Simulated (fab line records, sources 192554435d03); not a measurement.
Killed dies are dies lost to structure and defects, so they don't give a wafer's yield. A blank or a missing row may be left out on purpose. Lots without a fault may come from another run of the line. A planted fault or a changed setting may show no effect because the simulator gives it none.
Chamber matching | flow n5_finfet | N5_BEOL_M6_ETCH_72 on rie_diel-01: 4 sister chambers
The step etches underlayer in N2/H2, target depth 6.5 nm, time 5.2 s. 4 wafers are shown with their chamber, then 8 later ones without.

WAFERS WITH THEIR CHAMBER
wafer  | chamber | throttle_valve_pct (%)
L080.4 | 2       | 17.4
L082.3 | 1       | 18.1
L083.1 | 0       | 17.6
L086.1 | 3       | 18.3

WAFERS WITHOUT THEIR CHAMBER
wafer  | throttle_valve_pct (%)
L086.3 | 17.6
L086.4 | 17.4
L092.1 | 18.4
L092.3 | 17.7
L092.6 | 17.7
L096.1 | 18.4
L096.3 | 18.2
L096.5 | 18.4

WHICH CHAMBER EACH WENT THROUGH
wafer  | from the rows above     | in truth
L086.3 | 0                       | 0
L086.4 | 2                       | 2
L092.1 | 3                       | 3
L092.3 | 0                       | 0
L092.6 | 0                       | 0
L096.1 | 3                       | 3
L096.3 | can't be placed: 1 or 3 | 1
L096.5 | 3                       | 3
Placed correctly: 7 of 8. Can't be placed from these rows: 1 (the true chamber is among the candidates in 1). Placed wrongly: 0.
How it was worked out, from the rows above alone: a wafer's distance from a chamber is the root of the sum, over the readings, of the square of ((its reading less the chamber's mean) divided by the reading's scatter). The wafer belongs to the nearest chamber; if the next one is less than 2 further off, it can't be placed. A chamber's mean is the mean of its shown wafers. The scatter: with one shown wafer a chamber, the root of the mean of the squares of how far each hidden wafer lies from its nearest shown one.
